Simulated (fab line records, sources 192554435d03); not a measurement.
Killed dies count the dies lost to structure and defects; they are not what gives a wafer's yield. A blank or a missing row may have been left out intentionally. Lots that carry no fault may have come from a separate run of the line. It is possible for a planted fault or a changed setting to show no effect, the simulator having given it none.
fab line records	flow n5-finfet	part 2 of 2: steps 25 to 34 of 34
record: lots: 5	wafers: 15	last-day: 17
route steps=1938 shown BEOL_M9@1449 BEOL_M10@1470
lots that met no fault: taken from a fault-free run of the same line
start-h: hours from the record's opening day to when the first of the lot's shown wafers began	wait-h: hours from the lot's prior step to this one	" unchanged from the row above	L1.1+2: several wafers, shown together as one row	- no value, or no start was given	* or withheld: withheld	< > ~ a bound
route shown NAME@n: a module of which the file shows steps, and the number in the route of the first	usual: mean/standard deviation taken from wafers without a fault	same: alike in all rows	chamber/n: place in a boat	sites: readings site by site	_std_site: the standard deviation of these	_edge_site: the outer-site mean with the inner-site mean subtracted	radius-mm: how far each site lies from the wafer's centre	mask NAME#n: copy n	behind: the last tool/chamber to shape the wafer	hold: why the lot was held/for how many hours/how that ended	device: the n, p or np transistor that did not switch	end of line: at the end of the route, the tests of the same wafers	step lacking rows: just its recipe	killed: the dies lost at the first sort to structure and to defects; this is not the yield of the wafer	map: shows each die of a wafer: x if killed, . if not, _ if none is there
set.NAME: the setting the step ran with; set.NAME@STEP: the setting that earlier step ran with	model.NAME: the simulator's own value behind a step, which no gauge read
a table for each step, a row for each wafer; lots at some steps of the route
services: from which hour (start-h, from the record's first day; less than 0 if before it) a tool's chamber was out of use, for how many hours, and why
== steps ==
step: N5_BEOL_M10_PECVD_70
recipe: material: SiO2	target-thk-a: 200	temp-c: 400	precursor: TEOS/O2	pressure-torr: 5.5	rf-w: 450	teos-flow-sccm: 53.8	gas: O2	flow-sccm: 3000	time-s: 22.7
usual: heater-power-w: 702/90	showerhead-plenum-p-Torr: 8.81/0.074	throttle-valve-pct: 22.4/1.3
same: time-s: 22.7
lot.wafer	tool	chamber	start-h	wait-h	heater-power-w	showerhead-plenum-p-Torr	throttle-valve-pct
L074.2	pecvd-03	2	259.52	0.0	718	8.84	20.4
L074.4	"	0	"	"	772	8.75	22.8
L074.5	"	2	"	"	715	8.86	20.5
L080.2	pecvd-01	2	310.40	0.0	714	8.85	20.6
L080.3	"	1	"	"	653	9.00	24.8
L080.5	"	1	"	"	649	8.96	24.6
L084.2	pecvd-03	0	321.47	0.0	853	8.77	23.0
L084.3	"	2	"	"	608	8.85	20.6
L084.5	"	2	"	"	607	8.87	20.6
L082.1	pecvd-03	2	324.45	0.0	664	8.85	20.5
L082.2	"	0	"	"	771	8.79	22.6
L082.5	"	0	"	"	777	8.77	23.0
L086.2	pecvd-02	1	354.53	0.0	730	8.72	21.1
L086.3	"	2	"	"	756	8.82	23.0
L086.4	"	2	"	"	761	8.84	23.1
step: N5_BEOL_M10_HM_DEP_02
recipe: material: TiN	target-thk-a: 200	temp-c: 25	chamber-pressure-pa: 0.49996
usual: chamber-pressure-pa: 0.5000/0.001	throttle-valve-pct: 29.9/1.1
lot.wafer	tool	chamber	start-h	wait-h	chamber-pressure-pa	throttle-valve-pct
L074.2	pvd-sputter-02	-	260.04	0.5	0.5013	30.2
L074.4	"	-	"	"	0.4996	29.6
L074.5	"	-	"	"	0.4994	29.6
L080.2	pvd-sputter-02	-	311.42	1.0	0.4990	29.8
L080.3	"	-	"	"	0.4982	30.3
L080.5	"	-	"	"	0.5010	31.7
L084.2	pvd-sputter-01	-	322.33	0.8	0.5004	29.6
L084.3	"	-	"	"	0.4986	29.9
L084.5	"	-	"	"	0.5018	29.3
L082.1	pvd-sputter-03	-	326.33	1.9	0.4970	30.6
L082.2	"	-	"	"	0.5001	28.7
L082.5	"	-	"	"	0.4991	30.7
L086.2	pvd-sputter-03	-	356.81	2.3	0.4999	29.3
L086.3	"	-	"	"	0.5000	30.5
L086.4	"	-	"	"	0.4992	30.8
step: N5_BEOL_M10_COAT_59
recipe: resist: SOC	temp-c: 250	time-s: 60	spin-rpm: 1500	resist-thk-nm: 100
usual: dispense-pressure-kPa: 46.5/1.7	heater-power-total-W: 500.2/1.8
same: time-s: 60
lot.wafer	tool	chamber	start-h	wait-h	dispense-pressure-kPa	heater-power-total-W
L074.2	litho-track-01	0	260.17	0.1	48.5	500.6
L074.4	"	0	"	"	48.5	498.9
L074.5	"	0	"	"	48.5	498.5
L080.2	litho-track-01	0	311.54	0.1	48.5	498.5
L080.3	"	0	"	"	48.5	502.7
L080.5	"	0	"	"	48.5	500.9
L084.2	litho-track-03	0	322.46	0.1	47.3	501.7
L084.3	"	0	"	"	47.2	499.4
L084.5	"	0	"	"	47.2	501.6
L082.1	litho-track-03	0	326.46	0.1	47.2	499.6
L082.2	"	0	"	"	47.2	498.6
L082.5	"	0	"	"	47.1	502.8
L086.2	litho-track-05	0	356.94	0.1	44.3	499.3
L086.3	"	0	"	"	44.3	499.7
L086.4	"	0	"	"	44.4	498.0
step: N5_BEOL_M10_COAT_60
recipe: resist: SiARC	temp-c: 220	time-s: 60	spin-rpm: 1500	resist-thk-nm: 30
usual: dispense-pressure-kPa: 46.5/1.7	heater-power-total-W: 427.6/2.2
same: time-s: 60
lot.wafer	tool	chamber	start-h	wait-h	dispense-pressure-kPa	heater-power-total-W
L074.2	litho-track-01	0	-	-	48.5	425.0
L074.4	"	0	"	"	48.5	430.8
L074.5	"	0	"	"	48.5	424.1
L080.2	litho-track-01	0	-	-	48.5	429.4
L080.3	"	0	"	"	48.4	430.0
L080.5	"	0	"	"	48.5	428.6
L084.2	litho-track-03	0	-	-	47.2	430.4
L084.3	"	0	"	"	47.3	427.4
L084.5	"	0	"	"	47.3	430.8
L082.1	litho-track-03	0	-	-	47.2	430.5
L082.2	"	0	"	"	47.3	428.8
L082.5	"	0	"	"	47.2	424.5
L086.2	litho-track-05	0	-	-	44.4	424.3
L086.3	"	0	"	"	44.3	424.7
L086.4	"	0	"	"	44.4	426.4
step: N5_BEOL_M10_COAT_05
recipe: resist: CAR-ArF	spin-rpm: 1500	resist-thk-nm: 90
usual: dispense-pressure-kPa: 46.5/1.7
lot.wafer	tool	chamber	start-h	wait-h	dispense-pressure-kPa
L074.2	litho-track-01	0	-	-	48.4
L074.4	"	0	"	"	48.4
L074.5	"	0	"	"	48.4
L080.2	litho-track-01	0	-	-	48.5
L080.3	"	0	"	"	48.5
L080.5	"	0	"	"	48.5
L084.2	litho-track-03	0	-	-	47.2
L084.3	"	0	"	"	47.2
L084.5	"	0	"	"	47.1
L082.1	litho-track-03	0	-	-	47.2
L082.2	"	0	"	"	47.2
L082.5	"	0	"	"	47.2
L086.2	litho-track-05	0	-	-	44.3
L086.3	"	0	"	"	44.3
L086.4	"	0	"	"	44.3
step: N5_BEOL_M10_EBR_07
recipe: solvent: PGMEA	ebr-width-mm: 1.5
lot.wafer	tool	chamber	start-h	wait-h
L074.2+4+5	litho-track-01	0	-	-
L080.2+3+5	litho-track-01	0	-	-
L084.2+3+5	litho-track-03	0	-	-
L082.1+2+5	litho-track-03	0	-	-
L086.2+3+4	litho-track-05	0	-	-
step: N5_BEOL_M10_SOFTBAKE_06
recipe: temp-c: 110	time-s: 60	resist: CAR-ArF
usual: heater-power-total-W: 175.3/1.7
same: time-s: 60
lot.wafer	tool	chamber	start-h	wait-h	heater-power-total-W
L074.2	litho-track-01	0	-	-	174.3
L074.4	"	0	"	"	172.9
L074.5	"	0	"	"	173.0
L080.2	litho-track-01	0	-	-	173.9
L080.3	"	0	"	"	177.4
L080.5	"	0	"	"	177.1
L084.2	litho-track-03	0	-	-	177.6
L084.3	"	0	"	"	173.0
L084.5	"	0	"	"	176.3
L082.1	litho-track-03	0	-	-	177.6
L082.2	"	0	"	"	175.0
L082.5	"	0	"	"	176.3
L086.2	litho-track-05	0	-	-	176.7
L086.3	"	0	"	"	176.6
L086.4	"	0	"	"	176.2
step: N5_BEOL_M10_EXPOSE_08
recipe: mask-id: M10	na: 1.35	source-shape: dipole	sigma-inner: 0.411	sigma-outer: 0.611	polarization: te	dose-mj: 53.75
usual: focus-offset-nm: 0.0/0.61
lot.wafer	tool	chamber	start-h	wait-h	mask	focus-offset-nm
L074.2	arfi-scanner-03	0	260.42	-	M10#0	0.6
L074.4	"	0	"	"	M10#0	0.0
L074.5	"	0	"	"	M10#0	-0.6
L080.2	arfi-scanner-02	0	311.67	-	M10#0	0.9
L080.3	"	0	"	"	M10#0	1.1
L080.5	"	0	"	"	M10#0	0.3
L084.2	arfi-scanner-03	0	322.58	-	M10#0	1.3
L084.3	"	0	"	"	M10#0	0.4
L084.5	"	0	"	"	M10#0	-0.3
L082.1	arfi-scanner-02	0	326.70	-	M10#0	0.6
L082.2	"	0	"	"	M10#0	0.4
L082.5	"	0	"	"	M10#0	0.0
L086.2	arfi-scanner-03	0	357.19	-	M10#0	0.3
L086.3	"	0	"	"	M10#0	-0.1
L086.4	"	0	"	"	M10#0	-0.1
step: N5_BEOL_M10_PEB_09
recipe: peb-temp-c: withheld	peb-time-s: 60	resist: CAR-ArF
lot.wafer	tool	chamber	start-h	wait-h
L074.2+4+5	litho-track-05	0	260.47	0.0
L080.2+3+5	litho-track-01	0	311.72	0.0
L084.2+3+5	litho-track-01	0	322.64	0.0
L082.1+2+5	litho-track-03	0	326.76	0.1
L086.2+3+4	litho-track-01	0	357.24	0.0
step: N5_BEOL_M10_DEVELOP_10
recipe: develop-time-s: 30	developer: TMAH	resist: CAR-ArF	rinse-liquid: diw	dry: air-spin	dev-temp-c: 23
lot.wafer	tool	chamber	start-h	wait-h
L074.2+4+5	litho-track-05	0	-	-
L080.2+3+5	litho-track-01	0	-	-
L084.2+3+5	litho-track-01	0	-	-
L082.1+2+5	litho-track-03	0	-	-
L086.2+3+4	litho-track-01	0	-	-
== services ==
tool	chamber	start-h	hours	kind
uv-cure-02	-	234.87	1.1	repair
pecvd-03	0	236.89	5.9	repair
cmp-02	-	238.36	4.0	pm
arfi-scanner-03	-	243.88	0.8	pm
arfi-scanner-02	-	261.66	1.0	pm
ecd-cu-01	-	263.47	1.2	repair
cmp-01	-	263.67	4.0	pm
ecd-cu-01	-	267.24	4.8	pm
arfi-scanner-02	-	277.78	3.9	pm
arfi-scanner-03	-	279.12	1.0	pm
arfi-scanner-02	-	282.95	0.8	repair
pecvd-01	-	284.69	6.0	pm
arfi-scanner-03	-	288.77	0.8	repair
arfi-scanner-03	-	293.55	1.7	repair
arfi-scanner-02	-	293.63	0.8	pm
pecvd-03	-	296.50	5.5	pm
pecvd-02	-	308.73	1.0	repair
cvd-co-02	-	311.30	0.4	repair
arfi-scanner-03	-	315.56	3.0	pm
arfi-scanner-03	-	326.33	1.3	pm
uv-cure-02	-	343.51	0.6	repair
pecvd-03	-	346.72	1.8	repair
ald-metal-01	0	354.37	27.4	repair
ecd-cu-01	-	356.09	6.1	repair
